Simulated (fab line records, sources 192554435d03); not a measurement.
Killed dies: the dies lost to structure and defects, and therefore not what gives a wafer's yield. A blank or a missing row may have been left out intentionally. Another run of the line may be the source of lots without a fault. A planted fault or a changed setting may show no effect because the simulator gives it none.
fab line records + flow n5Finfet
[record]
- lots = 10
- wafers = 30
- lastDay = 21
route steps=1938 shown HKMG_FIN@414 BEOL_M4@1087 PASSIVATION@1936
lots with no fault: from the same line, run without faults
startH: hours from the record's opening day to when the first of the lot's shown wafers began + waitH: how many hours have passed since the lot's step before this one + " unchanged from the row above + L1.1+2: a single row standing in for several wafers + - no value present, or no start provided + * or withheld: withheld + < > ~ a bound
route shown NAME@n: a module of which the file shows steps, and the number in the route of the first + usual: the fault-free wafers' mean and standard deviation + same: alike in all rows + chamber/n: place in a boat + sites: readings site by site + _std_site: how widely they spread, as a standard deviation + _edge_site: inner sites' mean taken away from outer sites' mean + radiusMm: how far each site lies from the wafer's centre + mask NAME#n: copy n + behind: the last tool/chamber to shape the wafer + hold: why the lot was held/for how many hours/how that ended + device: whichever transistor did not switch (one of n, p or np) + end of line: tests run on the same wafers once the route is complete + step lacking rows: just its recipe + killed: the dies lost at the first sort to structure and to defects; this is not the yield of the wafer + map: dies across one wafer; x = killed, . = not, _ = none there
set.NAME: the setting as run; set.NAME@STEP: as run at that earlier step + model.NAME: the simulator's own value behind a step, which no gauge read
steps of the route over a sample of lots; a table a step, a row a wafer
services: when a tool's chamber went out of use (startH, in hours from the record's first day, below 0 if earlier), for how many hours, and the reason
[[steps]]
[step N5_HKMG_FIN_RTA_80]
[recipe]
- tempC = withheld
- timeS = 2
- ambient = N2
- idleTempC = 600
- rampUpCPerS = 150
- rampDownCPerS = 60
- coolToC = 600
| lot.wafer  | tool         | chamber | startH | waitH |
|------------|--------------|---------|--------|-------|
| L294.2+4+6 | rtpAnneal-01 | 0       | 84.76  | 0.2   |
| L297.4+5+6 | rtpAnneal-01 | 0       | 105.99 | 0.1   |
| L298.2+4+5 | rtpAnneal-01 | 0       | 110.61 | 0.2   |
| L299.3+5+6 | rtpAnneal-01 | 0       | 115.57 | 0.1   |
| L300.3+4+6 | rtpAnneal-02 | 0       | 119.24 | 0.1   |
| L301.2+3+6 | rtpAnneal-02 | 0       | 124.88 | 0.1   |
| L303.2+3+4 | rtpAnneal-01 | 0       | 141.82 | 0.1   |
| L308.3+4+6 | rtpAnneal-01 | 0       | 170.48 | 0.1   |
| L310.2+3+5 | rtpAnneal-02 | 0       | 182.57 | 0.1   |
| L311.2+3+6 | rtpAnneal-02 | 0       | 186.86 | 0.3   |
[step N5_BEOL_M4_ANNEAL_80]
[recipe]
- tempC = 400
- timeS = 240
- ambient = vacuum
[usual]
- heaterPowerW = 777/69
| lot.wafer | tool          | chamber | startH | waitH | heaterPowerW |
|-----------|---------------|---------|--------|-------|--------------|
| L294.2    | pvdSputter-03 | -       | 263.77 | 0.0   | 814          |
| L294.4    | "             | -       | "      | "     | 754          |
| L294.6    | "             | -       | "      | "     | 796          |
| L298.2    | pvdSputter-03 | -       | 274.96 | 0.0   | 751          |
| L298.4    | "             | -       | "      | "     | 808          |
| L298.5    | "             | -       | "      | "     | 802          |
| L300.3    | pvdSputter-01 | -       | 283.99 | 0.0   | 901          |
| L300.4    | "             | -       | "      | "     | 794          |
| L300.6    | "             | -       | "      | "     | 721          |
| L297.4    | pvdSputter-03 | -       | 286.30 | 0.0   | 779          |
| L297.5    | "             | -       | "      | "     | 805          |
| L297.6    | "             | -       | "      | "     | 806          |
| L299.3    | pvdSputter-03 | -       | 307.74 | 0.0   | 668          |
| L299.5    | "             | -       | "      | "     | 749          |
| L299.6    | "             | -       | "      | "     | 674          |
| L301.2    | pvdSputter-01 | -       | 310.89 | 0.0   | 857          |
| L301.3    | "             | -       | "      | "     | 795          |
| L301.6    | "             | -       | "      | "     | 727          |
| L303.2    | pvdSputter-02 | -       | 314.85 | 0.0   | 875          |
| L303.3    | "             | -       | "      | "     | 684          |
| L303.4    | "             | -       | "      | "     | 696          |
| L308.3    | pvdSputter-01 | -       | 326.87 | 0.0   | 927          |
| L308.4    | "             | -       | "      | "     | 836          |
| L308.6    | "             | -       | "      | "     | 836          |
| L310.2    | pvdSputter-03 | -       | 352.80 | 0.0   | 817          |
| L310.3    | "             | -       | "      | "     | 746          |
| L310.5    | "             | -       | "      | "     | 790          |
| L311.2    | pvdSputter-02 | -       | 385.76 | 0.0   | 687          |
| L311.3    | "             | -       | "      | "     | 855          |
| L311.6    | "             | -       | "      | "     | 768          |
[step N5_BEOL_M4_SPUTTER_88]
[recipe]
- material = Cu
- targetThkA = 45
- tempC = -20
- chamberPressurePa = 0.07
- powerW = withheld
- timeS = 8.29
[usual]
- chamberPressurePa = 0.07002/0.00013
- throttleValvePct = 29.9/0.73
| lot.wafer | tool          | chamber | startH | waitH | chamberPressurePa | throttleValvePct |
|-----------|---------------|---------|--------|-------|-------------------|------------------|
| L294.2    | pvdSputter-03 | -       | 264.35 | 0.1   | 0.06995           | 31.1             |
| L294.4    | "             | -       | "      | "     | 0.07001           | 29.7             |
| L294.6    | "             | -       | "      | "     | 0.06989           | 31.3             |
| L298.2    | pvdSputter-03 | -       | 275.54 | 0.1   | 0.06984           | 29.6             |
| L298.4    | "             | -       | "      | "     | 0.07              | 31.5             |
| L298.5    | "             | -       | "      | "     | 0.07001           | 31.1             |
| L300.3    | pvdSputter-01 | -       | 284.57 | 0.1   | 0.0699            | 29.8             |
| L300.4    | "             | -       | "      | "     | 0.06983           | 29.2             |
| L300.6    | "             | -       | "      | "     | 0.07006           | 31.1             |
| L297.4    | pvdSputter-03 | -       | 286.88 | 0.1   | 0.06982           | 29.5             |
| L297.5    | "             | -       | "      | "     | 0.07021           | 31.2             |
| L297.6    | "             | -       | "      | "     | 0.06986           | 30.4             |
| L299.3    | pvdSputter-03 | -       | 308.32 | 0.1   | 0.07014           | 28.7             |
| L299.5    | "             | -       | "      | "     | 0.07016           | 29.4             |
| L299.6    | "             | -       | "      | "     | 0.07021           | 28.8             |
| L301.2    | pvdSputter-01 | -       | 311.47 | 0.1   | 0.07002           | 29.5             |
| L301.3    | "             | -       | "      | "     | 0.06984           | 29.2             |
| L301.6    | "             | -       | "      | "     | 0.06999           | 31.0             |
| L303.2    | pvdSputter-02 | -       | 315.43 | 0.1   | 0.06995           | 30.5             |
| L303.3    | "             | -       | "      | "     | 0.06998           | 29.7             |
| L303.4    | "             | -       | "      | "     | 0.07025           | 29.4             |
| L308.3    | pvdSputter-01 | -       | 327.45 | 0.1   | 0.07007           | 29.9             |
| L308.4    | "             | -       | "      | "     | 0.07011           | 29.4             |
| L308.6    | "             | -       | "      | "     | 0.07013           | 29.5             |
| L310.2    | pvdSputter-03 | -       | 353.38 | 0.1   | 0.06999           | 30.4             |
| L310.3    | "             | -       | "      | "     | 0.07009           | 29.8             |
| L310.5    | "             | -       | "      | "     | 0.07003           | 31.3             |
| L311.2    | pvdSputter-02 | -       | 386.34 | 0.1   | 0.0699            | 29.6             |
| L311.3    | "             | -       | "      | "     | 0.07001           | 30.5             |
| L311.6    | "             | -       | "      | "     | 0.06993           | 29.6             |
[step N5_BEOL_M4_RS_MEAS_58]
[recipe]
- thkMeasGauge = four-point-probe
- reads = Co_of_BEOL_M4_CO_CAP_55+Cu_of_BEOL_M4_ECD_50+Co_of_BEOL_M4_CVD_47+TaN_of_BEOL_M4_ALD_84
[usual]
- M4_RS = 0.69/0.051
| lot.wafer | tool         | chamber | startH | waitH | M4_RS[ohm/sq] |
|-----------|--------------|---------|--------|-------|---------------|
| L294.2    | filmMetro-02 | -       | 266.28 | 0.1   | 0.79          |
| L294.4    | "            | -       | "      | "     | 0.74          |
| L294.6    | "            | -       | "      | "     | 0.78          |
| L298.2    | filmMetro-01 | -       | 277.49 | 0.1   | 0.61          |
| L298.4    | "            | -       | "      | "     | 0.73          |
| L298.5    | "            | -       | "      | "     | 0.70          |
| L300.3    | filmMetro-01 | -       | 286.50 | 0.1   | 0.65          |
| L300.4    | "            | -       | "      | "     | 0.73          |
| L300.6    | "            | -       | "      | "     | 0.73          |
| L297.4    | filmMetro-02 | -       | 288.81 | 0.0   | 0.67          |
| L297.5    | "            | -       | "      | "     | 0.70          |
| L297.6    | "            | -       | "      | "     | 0.67          |
| L299.3    | filmMetro-02 | -       | 310.69 | 0.1   | 0.67          |
| L299.5    | "            | -       | "      | "     | 0.64          |
| L299.6    | "            | -       | "      | "     | 0.70          |
| L301.2    | filmMetro-02 | -       | 313.40 | 0.1   | 0.69          |
| L301.3    | "            | -       | "      | "     | 0.67          |
| L301.6    | "            | -       | "      | "     | 0.70          |
| L303.2    | filmMetro-01 | -       | 317.36 | 0.1   | 0.67          |
| L303.3    | "            | -       | "      | "     | 0.81          |
| L303.4    | "            | -       | "      | "     | 0.75          |
| L308.3    | filmMetro-02 | -       | 329.38 | 0.1   | 0.64          |
| L308.4    | "            | -       | "      | "     | 0.79          |
| L308.6    | "            | -       | "      | "     | 0.65          |
| L310.2    | filmMetro-01 | -       | 355.45 | 0.1   | 0.83          |
| L310.3    | "            | -       | "      | "     | 0.67          |
| L310.5    | "            | -       | "      | "     | 0.65          |
| L311.2    | filmMetro-02 | -       | 388.28 | 0.1   | 0.69          |
| L311.3    | "            | -       | "      | "     | 0.69          |
| L311.6    | "            | -       | "      | "     | 0.66          |
[step N5_BEOL_M4_RC_MEAS_101]
[usual]
- DIBL_N = 36.1/2.3
- DIBL_P = 36/3.2
- IOFF_N = 0.16/0.045
- IOFF_P = 0.21/0.049
- IOFF_P_LIN = 0.101/0.016
- IOFF_P_LONG = 0.000107/8.9e-06
- ION_N = 674/14
- ION_P = 462/8.4
- REXT_N = 75.4/1.6
- SS_N = 71.6/0.83
- SS_P = 73.2/0.87
- VT_N = 249/3.8
- VT_N_LVT = 98/3.8
- VT_P = -250/3.4
- VT_P_LONG = -275/3
| lot.wafer | tool      | chamber | startH | waitH | DIBL_N[mV/V] | DIBL_P[mV/V] | IOFF_N[nA/um] | IOFF_P[nA/um] | IOFF_P_LIN[nA/um] | IOFF_P_LONG[nA/um] | ION_N[uA/um] | ION_P[uA/um] | REXT_N[ohm.um] | SS_N[mV/dec] | SS_P[mV/dec] | VT_N[mV] | VT_N_LVT[mV] | VT_P[mV] | VT_P_LONG[mV] |
|-----------|-----------|---------|--------|-------|--------------|--------------|---------------|---------------|-------------------|--------------------|--------------|--------------|----------------|--------------|--------------|----------|--------------|----------|---------------|
| L294.2    | prober-01 | 0       | 266.49 | 0.2   | 36.3         | 33           | 0.14          | 0.18          | 0.089             | 0.000111           | 650          | 449          | 74.4           | 71.9         | 72.9         | 254      | 102          | -250     | -275          |
| L294.4    | "         | 0       | "      | "     | 33.2         | 30           | 0.10          | 0.15          | 0.080             | 0.000112           | 672          | 459          | 74.7           | 71.6         | 72.3         | 255      | 105          | -253     | -273          |
| L294.6    | "         | 0       | "      | "     | 36.7         | 35           | 0.14          | 0.21          | 0.101             | 0.000117           | 682          | 470          | 74.2           | 72.0         | 73.0         | 253      | 102          | -250     | -273          |
| L298.2    | prober-02 | 0       | 277.70 | 0.2   | 35.9         | 36           | 0.16          | 0.18          | 0.087             | 9.5e-05            | 671          | 449          | 77.3           | 71.5         | 74.0         | 248      | 98           | -250     | -278          |
| L298.4    | "         | 0       | "      | "     | 31.9         | 31           | 0.10          | 0.13          | 0.072             | 0.000103           | 663          | 451          | 76.7           | 69.7         | 72.0         | 252      | 102          | -256     | -279          |
| L298.5    | "         | 0       | "      | "     | 35.3         | 34           | 0.16          | 0.17          | 0.085             | 9.8e-05            | 670          | 453          | 76.0           | 70.8         | 72.7         | 246      | 98           | -255     | -278          |
| L300.3    | prober-02 | 0       | 286.86 | 0.3   | 34.9         | 34           | 0.12          | 0.15          | 0.075             | 9.8e-05            | 652          | 444          | 76.2           | 70.7         | 71.9         | 253      | 101          | -255     | -281          |
| L300.4    | "         | 0       | "      | "     | 36.0         | 36           | 0.14          | 0.19          | 0.089             | 9.1e-05            | 668          | 456          | 76.9           | 71.9         | 73.5         | 251      | 99           | -255     | -280          |
| L300.6    | "         | 0       | "      | "     | 34.8         | 33           | 0.12          | 0.15          | 0.075             | 9.4e-05            | 645          | 439          | 75.7           | 70.9         | 72.9         | 254      | 102          | -257     | -277          |
| L297.4    | prober-02 | 0       | 289.33 | 0.5   | 37.0         | 38           | 0.19          | 0.25          | 0.112             | 0.00011            | 671          | 455          | 74.4           | 72.0         | 73.9         | 246      | 96           | -247     | -274          |
| L297.5    | "         | 0       | "      | "     | 38.4         | 39           | 0.20          | 0.25          | 0.112             | 0.000113           | 679          | 465          | 76.0           | 72.7         | 74.4         | 249      | 97           | -249     | -272          |
| L297.6    | "         | 0       | "      | "     | 36.7         | 37           | 0.19          | 0.23          | 0.106             | 0.000104           | 683          | 464          | 72.7           | 72.6         | 73.6         | 250      | 96           | -249     | -272          |
| L299.3    | prober-02 | 0       | 311.05 | 0.3   | 37.8         | 38           | 0.18          | 0.23          | 0.104             | 0.000102           | 684          | 470          | 75.0           | 72.6         | 73.9         | 251      | 98           | -250     | -272          |
| L299.5    | "         | 0       | "      | "     | 42.2         | 44           | 0.31          | 0.34          | 0.140             | 0.000101           | 692          | 471          | 74.1           | 73.7         | 76.2         | 243      | 90           | -247     | -275          |
| L299.6    | "         | 0       | "      | "     | 36.9         | 37           | 0.17          | 0.22          | 0.103             | 0.000101           | 694          | 468          | 76.2           | 71.5         | 73.5         | 246      | 95           | -250     | -274          |
| L301.2    | prober-01 | 0       | 313.61 | 0.2   | 31.5         | 30           | 0.09          | 0.14          | 0.075             | 0.000108           | 645          | 446          | 74.8           | 70.8         | 72.5         | 257      | 106          | -254     | -277          |
| L301.3    | "         | 0       | "      | "     | 30.9         | 30           | 0.09          | 0.14          | 0.076             | 0.000112           | 657          | 456          | 75.1           | 69.4         | 71.8         | 254      | 106          | -252     | -273          |
| L301.6    | "         | 0       | "      | "     | 30.0         | 29           | 0.09          | 0.13          | 0.072             | 0.00011            | 653          | 455          | 75.7           | 69.6         | 71.3         | 256      | 105          | -255     | -274          |
| L303.2    | prober-02 | 0       | 317.56 | 0.2   | 35.8         | 34           | 0.12          | 0.21          | 0.101             | 0.000124           | 652          | 457          | 74.2           | 71.0         | 73.4         | 254      | 107          | -251     | -272          |
| L303.3    | "         | 0       | "      | "     | 35.1         | 34           | 0.13          | 0.20          | 0.099             | 0.000124           | 662          | 464          | 73.7           | 71.3         | 71.6         | 251      | 102          | -249     | -270          |
| L303.4    | "         | 0       | "      | "     | 37.7         | 37           | 0.16          | 0.25          | 0.116             | 0.000108           | 675          | 465          | 73.5           | 71.9         | 73.4         | 251      | 102          | -247     | -271          |
| L308.3    | prober-01 | 0       | 329.74 | 0.3   | 31.4         | 30           | 0.09          | 0.13          | 0.070             | 9.9e-05            | 645          | 446          | 78.5           | 69.8         | 72.4         | 255      | 102          | -258     | -278          |
| L308.4    | "         | 0       | "      | "     | 37.2         | 36           | 0.19          | 0.20          | 0.096             | 0.000104           | 672          | 462          | 75.5           | 71.5         | 73.5         | 247      | 96           | -249     | -277          |
| L308.6    | "         | 0       | "      | "     | 36.4         | 35           | 0.16          | 0.19          | 0.093             | 0.000109           | 668          | 458          | 76.6           | 71.4         | 73.7         | 250      | 97           | -254     | -275          |
| L310.2    | prober-02 | 0       | 355.66 | 0.2   | 39.4         | 37           | 0.23          | 0.10          | 0.050             | 7e-05              | 684          | 428          | 71.2           | 72.0         | 72.8         | 243      | 67           | -269     | -297          |
| L310.3    | "         | 0       | "      | "     | 37.7         | 35           | 0.20          | 0.10          | 0.048             | 6.1e-05            | 686          | 428          | 70.6           | 71.8         | 72.4         | 243      | 66           | -270     | -295          |
| L310.5    | "         | 0       | "      | "     | 42.1         | 40           | 0.34          | 0.14          | 0.059             | 6.5e-05            | 705          | 432          | 71.2           | 72.6         | 73.4         | 238      | 60           | -270     | -296          |
| L311.2    | prober-01 | 0       | 388.49 | 0.2   | 38.3         | 39           | 0.21          | 0.11          | 0.050             | 7.6e-05            | 675          | 428          | 71.4           | 71.8         | 73.9         | 245      | 70           | -272     | -302          |
| L311.3    | "         | 0       | "      | "     | 40.1         | 40           | 0.27          | 0.11          | 0.050             | 6.5e-05            | 698          | 425          | 70.4           | 73.1         | 73.2         | 244      | 68           | -272     | -299          |
| L311.6    | "         | 0       | "      | "     | 38.9         | 39           | 0.21          | 0.10          | 0.047             | 6.8e-05            | 681          | 423          | 69.7           | 72.6         | 73.5         | 247      | 72           | -272     | -298          |
[step N5_PASSIVATION_PROBE_49]
[usual]
- defectLimitedYield = 90.9/1.6
- killed_at_M0_to_M3 = 37/11
- killed_at_M4_up = 15/5.6
- killedAtContacts = 13/6.4
- killedAtFrontEnd = 39/11
- killedAtOther = 4/3.1
- killedDies = 107/19
- killedOpen = 71/14
- killedShort = 34/7.8
- sort_bin_4_leakage = 0.01/0.053
- sort_bin_5_function = 5.3/1
- sort_bin_6_memory = 3.4/0.72
- sort_bin_8_speed = 0.0/0.42
- sortNPass = 1072/20
- sortYieldPct = 90.9/1.7
[same]
- grossDies = 1180
- killedAtBackSide = 0
| lot.wafer | tool      | chamber | startH | waitH | defectLimitedYield[%] | killed_at_M0_to_M3 | killed_at_M4_up | killedAtContacts | killedAtFrontEnd | killedAtOther | killedDies | killedOpen | killedShort | sort_bin_4_leakage[%] | sort_bin_5_function[%] | sort_bin_6_memory[%] | sort_bin_8_speed[%] | sortNPass | sortYieldPct[%] |
|-----------|-----------|---------|--------|-------|-----------------------|--------------------|-----------------|------------------|------------------|---------------|------------|------------|-------------|-----------------------|------------------------|----------------------|---------------------|-----------|-----------------|
| L310.2    | prober-02 | -       | 491.57 | 0.1   | 91.0                  | 26                 | 17              | 9                | 51               | 3             | 106        | 64         | 40          | 0                     | 5.3                    | 3.4                  | 52.7                | 452       | 38.3            |
| L310.3    | prober-02 | -       | 491.62 | 0.1   | 89.7                  | 29                 | 25              | 14               | 52               | 1             | 121        | 81         | 35          | 0                     | 5.8                    | 4.2                  | 49.5                | 475       | 40.3            |
| L310.5    | prober-02 | -       | 491.72 | 0.2   | 91.4                  | 36                 | 15              | 11               | 37               | 3             | 102        | 68         | 33          | 0.42                  | 5.3                    | 3.2                  | 13.3                | 916       | 77.6            |
| L311.2    | prober-02 | -       | 494.88 | 0.1   | 85.6                  | 67                 | 14              | 36               | 47               | 6             | 170        | 121        | 48          | 0                     | 9.0                    | 4.8                  | 24.7                | 718       | 60.8            |
| L311.3    | prober-02 | -       | 494.93 | 0.1   | 89.7                  | 40                 | 21              | 15               | 44               | 2             | 122        | 80         | 42          | 0.17                  | 6.2                    | 4.0                  | 30.3                | 698       | 59.2            |
| L311.6    | prober-02 | -       | 495.08 | 0.3   | 90.4                  | 39                 | 21              | 22               | 30               | 1             | 113        | 83         | 30          | 0                     | 6.3                    | 3.0                  | 58.0                | 383       | 32.5            |
// killed by level:class
L310.2 FIN_SAQP:geometricParticle:short=12 FIN_SAQP:geometricParticle:open=11 BEOL_M4:geometricParticle:open=10 STI_FIN_REVEAL:geometricParticle:open=9 MOL_CONTACT_COAG:geometricParticle:open=9 BEOL_M1:geometricParticle:open=6 STI_FIN_REVEAL:geometricParticle:short=5 BEOL_M0:geometricParticle:open=4
L310.3 STI_FIN_REVEAL:geometricParticle:open=15 MOL_CONTACT_COAG:geometricParticle:open=10 BEOL_M4:geometricParticle:open=10 FIN_SAQP:geometricParticle:short=9 FIN_SAQP:geometricParticle:open=8 BEOL_M1:geometricParticle:open=7 BEOL_M0_SAQP:geometricParticle:short=5 BEOL_M5:geometricParticle:short=5
L310.5 STI_FIN_REVEAL:geometricParticle:open=11 BEOL_M0_SAQP:geometricParticle:open=11 BEOL_M0_SAQP:geometricParticle:short=8 FIN_SAQP:geometricParticle:open=7 MOL_CONTACT_COAG:geometricParticle:open=6 FIN_SAQP:geometricParticle:short=5 DUMMY_GATE:geometricParticle:open=5 MOL_CONTACT_COAG:geometricParticle:short=5
L311.2 MOL_CONTACT_COAG:geometricParticle:open=31 BEOL_M0_SAQP:geometricParticle:open=16 BEOL_M0_SAQP:geometricParticle:short=14 BEOL_M1:geometricParticle:open=13 BEOL_M2:geometricParticle:open=13 DUMMY_GATE:geometricParticle:open=9 FIN_SAQP:geometricParticle:short=8 STI_FIN_REVEAL:geometricParticle:open=8
L311.3 BEOL_M0_SAQP:geometricParticle:short=13 MOL_CONTACT_COAG:geometricParticle:open=13 BEOL_M0_SAQP:geometricParticle:open=13 GATE_CUT:geometricParticle:short=10 FIN_SAQP:geometricParticle:open=8 STI_FIN_REVEAL:geometricParticle:open=8 BEOL_M4:geometricParticle:open=8 BEOL_M2:geometricParticle:open=5
L311.6 MOL_CONTACT_COAG:geometricParticle:open=18 BEOL_M0_SAQP:geometricParticle:open=12 BEOL_M4:geometricParticle:open=11 FIN_SAQP:geometricParticle:open=9 DUMMY_GATE:geometricParticle:open=9 BEOL_M0_SAQP:geometricParticle:short=8 BEOL_M1:geometricParticle:short=5 BEOL_M2:geometricParticle:open=5
[[services]]
| tool          | chamber | startH | hours | kind   |
|---------------|---------|--------|-------|--------|
| pvdSputter-02 | -       | 71.94  | 16.5  | repair |
| pvdSputter-02 | -       | 104.96 | 7.7   | repair |
| pvdSputter-03 | -       | 116.35 | 55.4  | repair |
| pvdSputter-03 | -       | 216.35 | 1.0   | repair |
| rtpAnneal-02  | -       | 218.71 | 1.6   | repair |
| rtpAnneal-02  | -       | 255.75 | 3.0   | pm     |
[[key]]
[firstSign]
- step = N5_BEOL_M4_RC_MEAS_101
- reading = VT_N_LVT
- direction = down
- sigmas = 8.1
- usual = 98
- struck = 67
[effect]
- step = N5_BEOL_M4_RC_MEAS_101
- reading = VT_P_LONG
- direction = down
- sigmas = 7.4
- usual = -275
- struck = -298
[effect]
- step = N5_BEOL_M4_RC_MEAS_101
- reading = VT_P
- direction = down
- sigmas = 6
- usual = -250
- struck = -271
[effect]
- step = N5_BEOL_M4_RC_MEAS_101
- reading = IOFF_P_LONG
- direction = down
- sigmas = 4.4
- usual = 0.000107
- struck = 6.7e-05
[effect]
- step = N5_BEOL_M4_RC_MEAS_101
- reading = ION_P
- direction = down
- sigmas = 4.1
- usual = 462
- struck = 427
[effect]
- step = N5_BEOL_M4_RC_MEAS_101
- reading = IOFF_P_LIN
- direction = down
- sigmas = 3
- usual = 0.101
- struck = 0.051
[effect]
- step = N5_BEOL_M4_RC_MEAS_101
- reading = REXT_N
- direction = down
- sigmas = 3
- usual = 75.4
- struck = 70.8
[effect]
- step = N5_BEOL_M4_RC_MEAS_101
- reading = IOFF_P
- direction = down
- sigmas = 2.1
- usual = 0.21
- struck = 0.11
[effect]
- step = N5_BEOL_M4_RC_MEAS_101
- reading = IOFF_N
- direction = up
- sigmas = 1.8
- usual = 0.16
- struck = 0.24
- wafersMoved = 1
[effect]
- step = N5_BEOL_M4_RC_MEAS_101
- reading = VT_N
- direction = down
- sigmas = 1.5
- usual = 249
- struck = 243
[effect]
- step = N5_PASSIVATION_PROBE_49
- reading = sort_bin_8_speed
- direction = up
- sigmas = 90
- usual = 0.0
- struck = 38.1
metAt N5_HKMG_FIN_RTA_80
struckLots L310,L311
notActingAt N5_BEOL_M4_ANNEAL_80,N5_BEOL_M4_SPUTTER_88,N5_BEOL_M4_RS_MEAS_58
onsetBetween 124.88 182.57
alsoFits time
[fault]
- kind = processParameterDrift
- tool = rtpAnneal-02
- chamber = -
- onsetH = 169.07
- steps = N5_HKMG_FIN_RTA_80
- channel = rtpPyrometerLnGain
- offset = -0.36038
- shape = step
- endH = 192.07
